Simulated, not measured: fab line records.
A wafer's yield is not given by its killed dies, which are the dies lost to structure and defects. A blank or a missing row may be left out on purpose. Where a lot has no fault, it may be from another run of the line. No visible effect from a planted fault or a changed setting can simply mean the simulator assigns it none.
Split-lot trial || flow n5_finfet || route with 1938 steps; 7 lots, 21 wafers read

## ON THE SPLIT
At N5_MOL_CONTACT_COAG_ALD_27 (deposits SiOC, target thk 17 nm, pulse time 1.5 s, time 2720 s), the setting ald_cycles was moved away from the recipe's 340 on 6 of the 21 wafers read, by -12.6% to +16.5%. For the rest of the wafers, this setting stayed at what the recipe calls for.

The split's own step is where the reading is taken.

## THE READING
SiOC_of_MOL_CONTACT_COAG_ALD_27.thk_nm (the simulator's own value, which no gauge read), in nm, at N5_MOL_CONTACT_COAG_ALD_27 (deposits SiOC, target thk 17 nm, pulse time 1.5 s, time 2720 s). There is no usual value for it anywhere in the file. The 15 wafers here that ran the recipe average 17.0 nm, standard deviation 0.068 nm.

{"wafer": "L075.2", "tool, chamber at the split": "ald_sin-04, 0,2,3", "ald_cycles as run": 340, "against the recipe": "recipe", "SiOC_of_MOL_CONTACT_COAG_ALD_27.thk_nm, nm": 17, "against lot-mates on the recipe": "-"}
{"wafer": "L075.3", "tool, chamber at the split": "ald_sin-04, 0,2,3", "ald_cycles as run": 340, "against the recipe": "recipe", "SiOC_of_MOL_CONTACT_COAG_ALD_27.thk_nm, nm": 17, "against lot-mates on the recipe": "-"}
{"wafer": "L075.4", "tool, chamber at the split": "ald_sin-04, 0,2,3", "ald_cycles as run": 340, "against the recipe": "recipe", "SiOC_of_MOL_CONTACT_COAG_ALD_27.thk_nm, nm": 17, "against lot-mates on the recipe": "-"}
{"wafer": "L077.4", "tool, chamber at the split": "ald_sin-01, 0", "ald_cycles as run": 340, "against the recipe": "recipe", "SiOC_of_MOL_CONTACT_COAG_ALD_27.thk_nm, nm": 17, "against lot-mates on the recipe": "-"}
{"wafer": "L077.5", "tool, chamber at the split": "ald_sin-01, 0,3", "ald_cycles as run": 340, "against the recipe": "recipe", "SiOC_of_MOL_CONTACT_COAG_ALD_27.thk_nm, nm": 17.2, "against lot-mates on the recipe": "-"}
{"wafer": "L077.6", "tool, chamber at the split": "ald_sin-01, 0,3", "ald_cycles as run": 340, "against the recipe": "recipe", "SiOC_of_MOL_CONTACT_COAG_ALD_27.thk_nm, nm": 17.2, "against lot-mates on the recipe": "-"}
{"wafer": "L079.4", "tool, chamber at the split": "ald_sin-03, 2", "ald_cycles as run": 300, "against the recipe": "-11.8%", "SiOC_of_MOL_CONTACT_COAG_ALD_27.thk_nm, nm": 15, "against lot-mates on the recipe": -2.0}
{"wafer": "L079.5", "tool, chamber at the split": "ald_sin-03, 1", "ald_cycles as run": 340, "against the recipe": "recipe", "SiOC_of_MOL_CONTACT_COAG_ALD_27.thk_nm, nm": 17, "against lot-mates on the recipe": "-"}
{"wafer": "L079.6", "tool, chamber at the split": "ald_sin-03, 2", "ald_cycles as run": 300, "against the recipe": "-11.8%", "SiOC_of_MOL_CONTACT_COAG_ALD_27.thk_nm, nm": 14.8, "against lot-mates on the recipe": -2.2}
{"wafer": "L085.2", "tool, chamber at the split": "ald_sin-03, 3,2", "ald_cycles as run": 340, "against the recipe": "recipe", "SiOC_of_MOL_CONTACT_COAG_ALD_27.thk_nm, nm": 17, "against lot-mates on the recipe": "-"}
{"wafer": "L085.4", "tool, chamber at the split": "ald_sin-03, 3,2", "ald_cycles as run": 340, "against the recipe": "recipe", "SiOC_of_MOL_CONTACT_COAG_ALD_27.thk_nm, nm": 17, "against lot-mates on the recipe": "-"}
{"wafer": "L085.6", "tool, chamber at the split": "ald_sin-03, 0", "ald_cycles as run": 396, "against the recipe": "+16.5%", "SiOC_of_MOL_CONTACT_COAG_ALD_27.thk_nm, nm": 20, "against lot-mates on the recipe": "+3.0"}
{"wafer": "L086.2", "tool, chamber at the split": "ald_sin-01, 1", "ald_cycles as run": 340, "against the recipe": "recipe", "SiOC_of_MOL_CONTACT_COAG_ALD_27.thk_nm, nm": 17, "against lot-mates on the recipe": "-"}
{"wafer": "L086.4", "tool, chamber at the split": "ald_sin-01, 2,0", "ald_cycles as run": 297, "against the recipe": "-12.6%", "SiOC_of_MOL_CONTACT_COAG_ALD_27.thk_nm, nm": 14.8, "against lot-mates on the recipe": -2.2}
{"wafer": "L086.5", "tool, chamber at the split": "ald_sin-01, 2,0", "ald_cycles as run": 297, "against the recipe": "-12.6%", "SiOC_of_MOL_CONTACT_COAG_ALD_27.thk_nm, nm": 14.8, "against lot-mates on the recipe": -2.2}
{"wafer": "L088.2", "tool, chamber at the split": "ald_sin-03, 3,2", "ald_cycles as run": 340, "against the recipe": "recipe", "SiOC_of_MOL_CONTACT_COAG_ALD_27.thk_nm, nm": 17, "against lot-mates on the recipe": "-"}
{"wafer": "L088.5", "tool, chamber at the split": "ald_sin-03, 3,2", "ald_cycles as run": 340, "against the recipe": "recipe", "SiOC_of_MOL_CONTACT_COAG_ALD_27.thk_nm, nm": 17, "against lot-mates on the recipe": "-"}
{"wafer": "L088.6", "tool, chamber at the split": "ald_sin-03, 1", "ald_cycles as run": 382, "against the recipe": "+12.4%", "SiOC_of_MOL_CONTACT_COAG_ALD_27.thk_nm, nm": 19, "against lot-mates on the recipe": "+2.0"}
{"wafer": "L097.1", "tool, chamber at the split": "ald_sin-04, 1,2,2", "ald_cycles as run": 340, "against the recipe": "recipe", "SiOC_of_MOL_CONTACT_COAG_ALD_27.thk_nm, nm": 17, "against lot-mates on the recipe": "-"}
{"wafer": "L097.3", "tool, chamber at the split": "ald_sin-04, 1,2,2", "ald_cycles as run": 340, "against the recipe": "recipe", "SiOC_of_MOL_CONTACT_COAG_ALD_27.thk_nm, nm": 17, "against lot-mates on the recipe": "-"}
{"wafer": "L097.6", "tool, chamber at the split": "ald_sin-04, 1,2,2", "ald_cycles as run": 340, "against the recipe": "recipe", "SiOC_of_MOL_CONTACT_COAG_ALD_27.thk_nm, nm": 17, "against lot-mates on the recipe": "-"}
The file does not say which wafer passed through which chamber wherever a row lists several chambers: such a row stands for several wafers.

FIT RESULTS
A straight line over all 21 wafers: SiOC_of_MOL_CONTACT_COAG_ALD_27.thk_nm changes by +0.176 nm for each +1% of ald_cycles; r = +1.00; the points scatter about the line by 0.085 nm.
The same after taking each lot's own level away (the mean of its wafers on the recipe; 21 wafers): +0.175 nm for each +1%; r = +1.00; scatter 0.069 nm.
The reading moves by 2.9 nm for the largest change in ald_cycles, on that fit.
The span of the lots' own levels, 17.00 to 17.13 nm, comes to 2.0 times the standard deviation stated above.
So the lot-to-lot level changes the slope little: the two slopes agree.
Check: with one of the wafers moved furthest among these (+16.5%) left out of the fit, the line predicts +2.82 nm for it against its lot-mates. It came out at +3 nm against them.

## THESE WAFERS: OTHER SPLITS
Other splits were also applied to these wafers ahead of the reading. Each is held against what the fit with the lots' levels taken away leaves over:
{"other split on the same wafers": "N5_HKMG_FIN_COAT_43 spin_rpm", "wafers away from the commonest value": 7, "r with SiOC_of_MOL_CONTACT_COAG_ALD_27.thk_nm (lot level and that fit taken away)": -0.09}
{"other split on the same wafers": "N5_GATE_CUT_COAT_27 spin_rpm", "wafers away from the commonest value": 2, "r with SiOC_of_MOL_CONTACT_COAG_ALD_27.thk_nm (lot level and that fit taken away)": -0.14}
{"other split on the same wafers": "N5_GATE_CUT_DESCUM_18 time_s", "wafers away from the commonest value": 6, "r with SiOC_of_MOL_CONTACT_COAG_ALD_27.thk_nm (lot level and that fit taken away)": -0.18}

## THE FILE'S OWN FIT
SiOC_of_MOL_CONTACT_COAG_ALD_27.thk_nm changes by +0.175 nm for each +1% of ald_cycles, r = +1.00.
